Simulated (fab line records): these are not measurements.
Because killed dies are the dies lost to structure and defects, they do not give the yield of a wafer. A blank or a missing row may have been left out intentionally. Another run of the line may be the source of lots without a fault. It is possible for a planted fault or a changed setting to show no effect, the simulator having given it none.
fab line records    flow nandHarc    part 2 of 2: steps 28 to 38 of 38
[record] lots = 5  wafers = 15  lastDay = 32
route steps=1302 shown A_WL_FILL@959 A_CONTACT@983
lots untouched by any fault: they come from a run of this same line in which no faults occurred
startH: start of the lot's first displayed wafer, in hours after the record's first day    waitH: hours since the lot's step before    " the same as in the row above    L1.1+2: a single row standing in for several wafers    - no value, or no start was given    * or withheld: withheld    < > ~ a bound
route shown NAME@n: a module of which the file shows steps, and the number in the route of the first    usual: the fault-free wafers' mean and standard deviation    same: alike in all rows    chamber/n: place in a boat    sites: the reading at each site    _std_site: the values' standard deviation    _edge_site: outer sites' mean less inner sites'    radiusMm: how far each site lies from the wafer's centre    mask NAME#n: copy n    behind: the tool/chamber that last shaped the wafer    hold: why the lot was held/for how many hours/how that ended    device: transistor that didn't switch, given as n, p or np    end of line: the same wafers' tests at the end of the route    a step with no rows: only its recipe    killed: at the first sort, the dies lost to defects and structure; wafer yield is something else    map: dies across one wafer; x = killed, . = not, _ = none there
set.NAME: setting as actually run; set.NAME@STEP: the setting as run at that earlier step    model.NAME: the simulator's own value behind a step, which no gauge read
lots at selected steps of the route; one table per step, one row per wafer
services: a tool's chamber out of use, with start hour (startH, from the record's first day; less than 0 if before it), hours out, and reason
[[steps]]
[step NHARC_A_CONTACT_COAT_36]
[recipe] spinRpm = 1500  resistThkNm = 90
lot.wafer   tool           chamber  startH  waitH
L077.2+3+5  lithoTrack-04  0        -       -
L076.3+4+5  lithoTrack-04  0        -       -
L085.3+4+5  lithoTrack-04  0        -       -
L084.1+2+6  lithoTrack-06  0        -       -
L094.1+3+6  lithoTrack-04  0        -       -
[step NHARC_A_CONTACT_SOFTBAKE_37]
[recipe] tempC = 105  timeS = 55
lot.wafer   tool           chamber  startH  waitH
L077.2+3+5  lithoTrack-04  0        -       -
L076.3+4+5  lithoTrack-04  0        -       -
L085.3+4+5  lithoTrack-04  0        -       -
L084.1+2+6  lithoTrack-06  0        -       -
L094.1+3+6  lithoTrack-04  0        -       -
[step NHARC_A_CONTACT_EBR_38]
lot.wafer   tool           chamber  startH  waitH
L077.2+3+5  lithoTrack-04  0        -       -
L076.3+4+5  lithoTrack-04  0        -       -
L085.3+4+5  lithoTrack-04  0        -       -
L084.1+2+6  lithoTrack-06  0        -       -
L094.1+3+6  lithoTrack-04  0        -       -
[step NHARC_A_CONTACT_EXPOSE_39]
[recipe] na = 1.35  sigmaOuter = 0.8  doseMj = 58.79  maskId = A_CC_3
[usual] focusOffsetNm = -0.1/0.44
lot.wafer  tool            chamber  startH  waitH  mask      focusOffsetNm
L077.2     arfiScanner-03  0        518.78  -      A_CC_3#0  -0.1
L077.3     "               0        "       "      A_CC_3#0  -0.3
L077.5     "               0        "       "      A_CC_3#0  -0.7
L076.3     arfiScanner-01  0        526.74  -      A_CC_3#0  0.7
L076.4     "               0        "       "      A_CC_3#0  0.5
L076.5     "               0        "       "      A_CC_3#0  -0.5
L085.3     arfiScanner-01  0        599.72  -      A_CC_3#0  0.6
L085.4     "               0        "       "      A_CC_3#0  0.2
L085.5     "               0        "       "      A_CC_3#0  -0.3
L084.1     arfiScanner-02  0        605.35  -      A_CC_3#0  -0.3
L084.2     "               0        "       "      A_CC_3#0  -0.8
L084.6     "               0        "       "      A_CC_3#0  -0.8
L094.1     arfiScanner-02  0        694.10  -      A_CC_3#0  -0.2
L094.3     "               0        "       "      A_CC_3#0  -0.2
L094.6     "               0        "       "      A_CC_3#0  -1.1
[step NHARC_A_CONTACT_PEB_40]
[recipe] pebTempC = 100  pebTimeS = 65
lot.wafer   tool           chamber  startH  waitH
L077.2+3+5  lithoTrack-01  0        518.83  0.1
L076.3+4+5  lithoTrack-04  0        526.80  0.0
L085.3+4+5  lithoTrack-06  0        599.77  0.0
L084.1+2+6  lithoTrack-06  0        605.41  0.1
L094.1+3+6  lithoTrack-06  0        694.16  0.1
[step NHARC_A_CONTACT_DEVELOP_41]
[recipe] developTimeS = 35  devTempC = 23
lot.wafer   tool           chamber  startH  waitH
L077.2+3+5  lithoTrack-01  0        -       -
L076.3+4+5  lithoTrack-04  0        -       -
L085.3+4+5  lithoTrack-06  0        -       -
L084.1+2+6  lithoTrack-06  0        -       -
L094.1+3+6  lithoTrack-06  0        -       -
[step NHARC_A_CONTACT_CD_MEAS_42]
[recipe] targetCdNm = 300  landingEnergyEv = 500
[usual] cdNm = 300.2/0.45
lot.wafer  tool      chamber  startH  waitH  cdNm
L077.2     cdSem-01  0        518.91  -      299.4
L077.3     "         0        "       "      300.3
L077.5     "         0        "       "      299.8
L076.3     cdSem-03  0        526.88  -      300.1
L076.4     "         0        "       "      299.9
L076.5     "         0        "       "      299.5
L085.3     cdSem-03  0        599.86  -      300.0
L085.4     "         0        "       "      300.3
L085.5     "         0        "       "      301.0
L084.1     cdSem-02  0        605.49  -      300.1
L084.2     "         0        "       "      299.9
L084.6     "         0        "       "      299.9
L094.1     cdSem-03  0        694.24  -      300.9
L094.3     "         0        "       "      300.4
L094.6     "         0        "       "      300.0
[step NHARC_A_CONTACT_OVL_MEAS_43]
[usual] overlayXNm = -0.2/0.89  overlayYNm = -0.2/0.8
lot.wafer  tool        chamber  startH  waitH  overlayXNm  overlayYNm
L077.2     overlay-01  -        519.00  -      -0.4        0.0
L077.3     "           -        "       "      0.1         0.6
L077.5     "           -        "       "      -0.1        0.3
L076.3     overlay-02  -        526.96  -      -0.4        -1.4
L076.4     "           -        "       "      -1.0        -1.5
L076.5     "           -        "       "      -0.4        -1.3
L085.3     overlay-01  -        599.94  -      0.6         -1.2
L085.4     "           -        "       "      -0.1        -1.6
L085.5     "           -        "       "      0.5         -0.9
L084.1     overlay-01  -        605.58  -      -0.5        -1.5
L084.2     "           -        "       "      0.0         -1.6
L084.6     "           -        "       "      -0.6        -1.6
L094.1     overlay-02  -        694.33  -      -0.2        0.8
L094.3     "           -        "       "      0.0         0.1
L094.6     "           -        "       "      0.2         0.2
[step NHARC_A_CONTACT_INSPECT_44]
[usual] rawDefectCount = 78/33
lot.wafer  tool              chamber  startH  waitH  rawDefectCount
L077.2     defectInspect-01  -        519.04  0.0    76
L077.3     "                 -        "       "      72
L077.5     "                 -        "       "      58
L076.3     defectInspect-01  -        527.00  0.0    68
L076.4     "                 -        "       "      59
L076.5     "                 -        "       "      46
L085.3     defectInspect-02  -        599.98  0.0    8
L085.4     "                 -        "       "      10
L085.5     "                 -        "       "      14
L084.1     defectInspect-02  -        605.61  0.0    61
L084.2     "                 -        "       "      64
L084.6     "                 -        "       "      69
L094.1     defectInspect-02  -        694.36  0.0    35
L094.3     "                 -        "       "      35
L094.6     "                 -        "       "      42
[step NHARC_A_CONTACT_DESCUM_47]
[recipe] timeS = 3  o2FlowSccm = 200  arFlowSccm = 0  biasPowerW = 0  chemistry = O2
[usual] drypumpMotorCurrentA = 5.9/0.36  oesProductAu = 1.000/0.011  rfVppV = 57.7/0.96  showerheadPlenumPTorr = 1.88/0.07  throttleValvePct = 11.312/0.0091
lot.wafer  tool        chamber  startH  waitH  drypumpMotorCurrentA  oesProductAu  rfHoursCounterH  rfVppV  showerheadPlenumPTorr  throttleValvePct
L077.3     rieDiel-02  0        519.11  0.1    5.6                   1.004         41               57.8    1.94                   11.308
L077.2     "           2        "       "      6.0                   1.013         40               56.9    1.79                   11.309
L077.5     "           3        "       "      6.1                   0.998         -                57.3    1.89                   11.343
L076.3     rieDiel-03  2        527.07  0.1    6.6                   0.985         18               57.5    1.77                   11.316
L076.4     "           0        "       "      5.7                   0.992         -                59.5    1.93                   11.325
L076.5     "           3        "       "      6.3                   0.975         -                57.6    1.90                   11.302
L085.4     rieDiel-03  1        600.04  0.1    5.6                   0.984         41               57.6    1.96                   11.321
L085.3     "           3        "       "      6.3                   0.993         48               57.8    1.89                   11.301
L085.5     "           1        "       "      5.6                   0.987         -                57.3    1.96                   11.311
L084.2     rieDiel-04  1        605.70  0.1    5.6                   0.986         7                57.5    1.86                   11.297
L084.1     "           2        "       "      6.2                   0.986         8                57.3    1.96                   11.314
L084.6     "           1        "       "      5.6                   0.990         -                55.8    1.86                   11.314
L094.3     rieDiel-04  0        694.42  0.1    5.6                   1.014         24               57.4    1.79                   11.314
L094.1     "           2        "       "      6.3                   0.987         24               57.2    1.96                   11.310
L094.6     "           0        "       "      5.6                   1.006         -                56.3    1.79                   11.296
[step NHARC_A_CONTACT_ETCH_48]
[recipe] targetDepthA = 390  overEtchFrac = 0.3  timeS = 65  ionEnergyEv = 80  cf4FlowSccm = 150  arFlowSccm = 0  rfW = 300  biasW = 100  chemistry = CF4
[usual] drypumpMotorCurrentA = 5.9/0.36  oesProductAu = 1.001/0.011  rfVppV = 150.8/1.1  showerheadPlenumPTorr = 1.74/0.06  throttleValvePct = 13.283/0.0091
lot.wafer  tool        chamber  startH  waitH  drypumpMotorCurrentA  oesProductAu  rfHoursCounterH  rfVppV  showerheadPlenumPTorr  throttleValvePct
L077.3     rieDiel-02  2        519.19  0.1    6.0                   1.019         40               149.2   1.66                   13.266
L077.2     "           3        "       "      6.2                   1.006         33               149.9   1.75                   13.293
L077.5     "           3        "       "      6.1                   0.993         -                150.4   1.75                   13.293
L076.3     rieDiel-03  2        527.18  0.1    6.6                   0.998         18               148.0   1.65                   13.296
L076.5     "           3        "       "      6.3                   0.980         -                150.7   1.76                   13.274
L076.4     "           0        "       "      5.7                   0.986         -                151.7   1.78                   13.287
L085.3     rieDiel-03  2        600.12  0.1    6.6                   1.008         44               149.7   1.64                   13.276
L085.4     "           3        "       "      6.3                   1.000         48               152.4   1.75                   13.289
L085.5     "           3        "       "      6.3                   1.003         -                150.0   1.75                   13.279
L084.2     rieDiel-04  1        605.80  0.1    5.6                   1.008         7                150.2   1.72                   13.271
L084.1     "           3        "       "      5.5                   1.013         8                151.4   1.79                   13.281
L084.6     "           1        "       "      5.6                   1.004         -                151.1   1.72                   13.288
L094.3     rieDiel-04  3        694.51  0.1    5.5                   1.012         26               151.2   1.79                   13.285
L094.1     "           2        "       "      6.3                   0.990         24               153.2   1.81                   13.294
L094.6     "           0        "       "      5.6                   1.002         -                151.5   1.66                   13.284
[[services]]
tool            chamber  startH  hours  kind
aldMetal-04     -        474.00  10.0   pm
aclDep-03       -        484.11  13.0   pm
rieDiel-06      -        484.22  9.0    pm
rieDiel-08      2        484.34  21.7   repair
rieDiel-03      0        485.25  7.6    repair
cvdW-01         -        496.21  1.1    repair
rieDiel-08      3        506.59  4.7    repair
wetBench-07     -        512.00  8.0    pm
rieDiel-06      0        513.27  4.5    repair
rieDiel-03      1        518.37  15.8   repair
plasmaAsher-01  -        519.41  9.0    pm
pecvd-03        1        528.84  17.3   repair
lithoTrack-06   -        529.00  7.0    pm
wetBench-06     -        545.60  8.0    pm
cvdW-01         -        547.00  13.0   pm
rieDiel-06      1        548.60  2.1    repair
lithoTrack-04   -        553.00  7.0    pm
wetBench-04     -        579.20  8.0    pm
rieDiel-06      1        592.48  1.4    repair
cvdW-01         1        595.96  1.3    repair
cvdW-01         1        628.46  11.8   repair
wetBench-04     -        656.97  3.1    repair
rieDiel-06      -        661.22  9.0    pm
wetBench-07     -        688.00  8.0    pm
